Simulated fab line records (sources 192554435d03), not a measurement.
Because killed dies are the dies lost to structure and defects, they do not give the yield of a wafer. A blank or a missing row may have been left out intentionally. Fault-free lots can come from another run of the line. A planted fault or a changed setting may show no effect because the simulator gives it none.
fab line records -- flow n5Finfet
record lots=3, wafers=9, lastDay=18
route steps=1938 shown BEOL_M15@1779 PASSIVATION@1936
lots with no fault: from the same line, run without faults
startH: hours from the record's opening day to when the first of the lot's shown wafers began -- waitH: how many hours have passed since the lot's step before this one -- " the same as in the row above -- L1.1+2: a row that stands for several wafers -- - no value, or no start was given -- * or withheld: withheld -- < > ~ a bound
route shown NAME@n: names a module that has steps shown in the file, with the first one's number in the route -- usual: mean/standard deviation of fault-free wafers -- same: alike in all rows -- chamber/n: place in a boat -- sites: the reading at each site -- _std_site: the standard deviation of these -- _edge_site: the outer-site mean with the inner-site mean subtracted -- radiusMm: how far each site lies from the wafer's centre -- mask NAME#n: copy n -- behind: the tool/chamber that last shaped the wafer -- hold: why the lot went on hold/how many hours it stayed there/how the hold came to an end -- device: names the non-switching transistor (n, p or np) -- end of line: tests of these same wafers at the route's end -- where a step has no rows: the recipe by itself -- killed: dies that structure and defects cost at the first sort, which is not the same as the wafer's yield -- map: a wafer's dies, x killed, . not, _ none there
set.NAME: setting as actually run; set.NAME@STEP: the setting as run at that earlier step -- model.NAME: the simulator's own value behind a step, which no gauge read
lots at some steps of the route; a table a step, a row a wafer
services: the hour from which a tool's chamber was out of use, counted from the record's first day as startH (under 0 if before that day), plus the number of hours and why
## steps
# step N5_BEOL_M15_EXPOSE_07
# recipe maskId=V14, na=0.8, sourceShape=annular, sigmaInner=0.5, sigmaOuter=0.8, polarization=unpolarized, attpsmPhaseDeg=180, doseMj=41.25
# step N5_BEOL_M15_PEB_08
# recipe pebTempC=130, pebTimeS=90
# step N5_BEOL_M15_DEVELOP_09
# recipe developTimeS=45, rinseLiquid=diw, dry=airSpin, devTempC=21
# step N5_BEOL_M15_HARDBAKE_14
# recipe tempC=130, timeS=120
# step N5_BEOL_M15_DESCUM_15
# recipe chemistry=O2, timeS=7.9, sourcePowerW=50, biasPowerW=20, pressureMtorr=20, rfFrequencyHz=2.712e+07, tempC=40, o2FlowSccm=225
# step N5_BEOL_M15_ETCH_59
# recipe chemistry=N2/H2, target=BARC, targetDepthA=890, overetchA=267, timeS=67.9, ionEnergyEv=200, pressureMtorr=30, sourceW=840, biasW=150, n2FlowSccm=200, h2FlowSccm=200
# step N5_BEOL_M15_VIA_ETCH_16
# recipe chemistry=C4F8/O2/Ar, target=SiO2, heInnerTorr=15, heOuterTorr=30, targetDepthA=17922, timeS=withheld, ionEnergyEv=800, pressureMtorr=20, sourceW=1905, biasW=2040, Ar_flow_sccm=400, C4F8_flow_sccm=16, O2_flow_sccm=12, ends=cleared
# step N5_BEOL_M15_STRIP_63
# recipe chemistry=O2, powerW=600, tempC=60, pressureMtorr=30, rfFrequencyHz=6e+07, biasPowerW=0, overashFraction=0.3, o2FlowSccm=225
# step N5_BEOL_M15_STRIP_64
# recipe chemistry=O2, powerW=600, tempC=60, pressureMtorr=30, rfFrequencyHz=6e+07, biasPowerW=0, overashFraction=0.3, o2FlowSccm=225
# step N5_BEOL_M15_STRIP_65
# recipe chemistry=postEtchResidueRemover, timeS=60, tempC=25, removerPh=withheld, removerWaterWtPct=withheld, removerFluorideWtPct=withheld
# usual tempC=25.00/0.11
lot.wafer,tool,chamber,startH,waitH,tempC
L500.3,wetBench-02,2,281.86,-,24.99
L500.4,wetBench-02,5,281.86,-,25.08
L500.6,wetBench-02,3,281.86,-,24.90
L515.1,wetBench-06,5,401.35,-,25.01
L515.2,wetBench-06,7,401.35,-,24.94
L515.4,wetBench-06,1,401.35,-,25.03
L517.2,wetBench-02,5,414.38,-,25.12
L517.3,wetBench-02,7,414.38,-,24.82
L517.6,wetBench-02,0,414.38,-,24.95
# step N5_BEOL_M15_SRD_66
# recipe timeS=30, tempC=23, rinseLiquid=diw, dry=n2Spin, spinRpm=1500, dryTimeS=30
# step N5_BEOL_M15_COAT_56
# recipe resist=SOC, tempC=250, timeS=60, spinRpm=1500, resistThkNm=550
# step N5_BEOL_M15_ETCH_57
# recipe chemistry=N2/H2, target=SOC, sourceW=3000, biasW=350, timeS=750, ionEnergyEv=200, pressureMtorr=30, n2FlowSccm=200, h2FlowSccm=200
# step N5_BEOL_M15_COAT_60
# recipe resist=BARC, tempC=205, timeS=60, spinRpm=1500, resistThkNm=89
# step N5_BEOL_M15_COAT_22
# recipe spinRpm=1704, resistThkNm=800
# step N5_BEOL_M15_EBR_24
# recipe solvent=PGMEA, ebrWidthMm=1.5
# step N5_BEOL_M15_SOFTBAKE_23
# recipe tempC=130, timeS=60
# step N5_BEOL_M15_EXPOSE_25
# recipe maskId=M15, na=0.8, sourceShape=annular, sigmaInner=0.5, sigmaOuter=0.8, polarization=unpolarized, targetCdNm=400, doseMj=35.5
# step N5_BEOL_M15_PEB_26
# recipe pebTempC=130, pebTimeS=90
# step N5_BEOL_M15_DEVELOP_27
# recipe developTimeS=45, rinseLiquid=diw, dry=airSpin, devTempC=21
# step N5_BEOL_M15_HARDBAKE_32
# recipe tempC=130, timeS=120
# step N5_BEOL_M15_INSPECT_30
# recipe mode=adi, inspectInstrument=macro
# usual rawDefectCount=2.0/1.4
lot.wafer,tool,chamber,startH,waitH,rawDefectCount
L500.3,defectInspect-01,-,282.87,0.0,2
L500.4,defectInspect-01,-,282.87,0.0,2
L500.6,defectInspect-01,-,282.87,0.0,1
L515.1,defectInspect-01,-,402.36,0.0,1
L515.2,defectInspect-01,-,402.36,0.0,3
L515.4,defectInspect-01,-,402.36,0.0,1
L517.2,defectInspect-01,-,415.62,0.0,>300
L517.3,defectInspect-01,-,415.62,0.0,2
L517.6,defectInspect-01,-,415.62,0.0,3
# step N5_BEOL_M15_DESCUM_33
# recipe chemistry=O2, timeS=7.9, sourcePowerW=50, biasPowerW=20, pressureMtorr=20, rfFrequencyHz=2.712e+07, tempC=40, o2FlowSccm=225
# step N5_PASSIVATION_PROBE_49
# usual defectLimitedYield=91.3/1.7, killed_at_M0_to_M3=33/11, killed_at_M4_up=14/5.5, killedAtContacts=13/6.5, killedAtFrontEnd=39/13, killedAtOther=3.4/2.9, killedDies=103/20, killedOnRim=14/4.3, killedOpen=69/15, killedShort=32/8.1, sort_bin_5_function=5.1/1.1, sort_bin_6_memory=3.3/0.74, sortNPass=1077/20, sortYieldPct=91.3/1.7
# same grossDies=1180, killedAtBackSide=0, sort_bin_4_leakage[%]=0, sort_bin_8_speed[%]=0
lot.wafer,tool,chamber,startH,waitH,defectLimitedYield[%],killed_at_M0_to_M3,killed_at_M4_up,killedAtContacts,killedAtFrontEnd,killedAtOther,killedDies,killedOnRim,killedOpen,killedShort,sort_bin_5_function[%],sort_bin_6_memory[%],sortNPass,sortYieldPct[%]
L517.2,prober-02,-,438.34,0.1,83.9,37,125,8,19,1,190,20,55,18,10.3,2.8,990,83.9
# killed by level:class
L517.2 BEOL_M15:unspecified=115 FIN_SAQP:geometricParticle:open=8 BEOL_M0_SAQP:geometricParticle:short=8 BEOL_M3:geometricParticle:open=8 BEOL_M1:geometricParticle:open=7 MOL_CONTACT_COAG:geometricParticle:open=6 BEOL_M4:geometricParticle:open=6 BEOL_M2:geometricParticle:open=4
# map L517.2 (x killed, . not)
_________________......xx..xx________________
______________..x.....xxxxxxxxxx_____________
___________.....x......xxxxxxxxxxx.__________
__________............xxxxxxxxxxxx.x_________
________............xxxxxxxxxxxxxxx..._______
_______..............xxxxxxxxxxxxxxx.x.______
______.x.....x......xxxxxxxxxxxxxx.xx..._____
_____..................xxxxxxxxxxx.......____
____..............x.....xxxxxxxxxx........___
___...............x.....xx.xx.x.x..........__
___.....x....x...........x..xxx.x..........__
__x..............x.......x.x.x.............._
__...............x..................x.....x._
_..................................x.........
_..........x.................................
_........x.x................x............x...
_...x....x........x..............x...........
_.......................x..x.........x.......
_..............x..............x..........xx.x
_.....x........x.......x..................xx.
_...x......................x....x...x...x....
__...............x.........................._
__.................x........................_
___...x..................x...x.............__
___..x..........x..................x.......__
____..x.......x..x....x................x..___
_____....x.............x.................____
______......x............x.............._____
_______..x..x..........................______
________.x....x.....x....x..x........._______
__________...............x.........._________
___________........................__________
______________.x...x.....x......_____________
_________________...........x________________
# map L500.3 (x killed, . not)
_________________.x.....x....________________
______________........x........x_____________
___________................x.......__________
__________...xxx.........x.........._________
________....x........x.............x.._______
_______..................x.x...xx...x..______
______..x...x...................x......._____
_____.......x..x...........xx...x....x...____
____......x.........x....x.....x.........x___
___............x............x..............__
___.....x..x.x...x...x....x...x......x.....__
__...x.x....x....x....x.......x.......x....._
__...x..x..................................._
_...........................x....x...........
_..x......x.........x...x...................x
_..........x.....x.x...................x.....
_x............x..............................
_......x......x.......................x..x...
_.....x......x..........................x....
_x.................................x.....x.x.
_.....x..................xx..x.............x.
__...x..........x................x.x..xx...._
__..........x..........x...................._
___x.x.x.......x.........x......x..........__
___.x..............x.....................x.__
____..x...........xx..x..............xx...___
_____.....x......x.......................____
______.....x..x..............x.....xx..._____
_______........x..x.......x............______
________.................x............_______
__________........x.......x.x......._________
___________........x.............x.__________
______________..x....xx.......x._____________
_________________....x.......________________
## services
tool,chamber,startH,hours,kind
wetBench-06,-,340.99,3.7,repair
wetBench-06,-,350.31,4.4,pm
## key
firstSign step=N5_BEOL_M15_INSPECT_30, reading=rawDefectCount, direction=up, sigmas=99+, usual=2.0, struck=>300
effect step=N5_PASSIVATION_PROBE_49, reading=killed_at_M4_up, direction=up, sigmas=20, usual=14, struck=125
moreKillsBornAt N5_BEOL_M15_STRIP_65@wetBench-02=115
metAt N5_BEOL_M15_STRIP_65
struckWafers L517.2
onsetBetween 281.86 414.38
fault kind=chamberParticleSource, tool=wetBench-02, chamber=5, onsetH=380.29, steps=N5_BEOL_M15_STRIP_65, ratePerVisitCm2=1.0976, endH=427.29
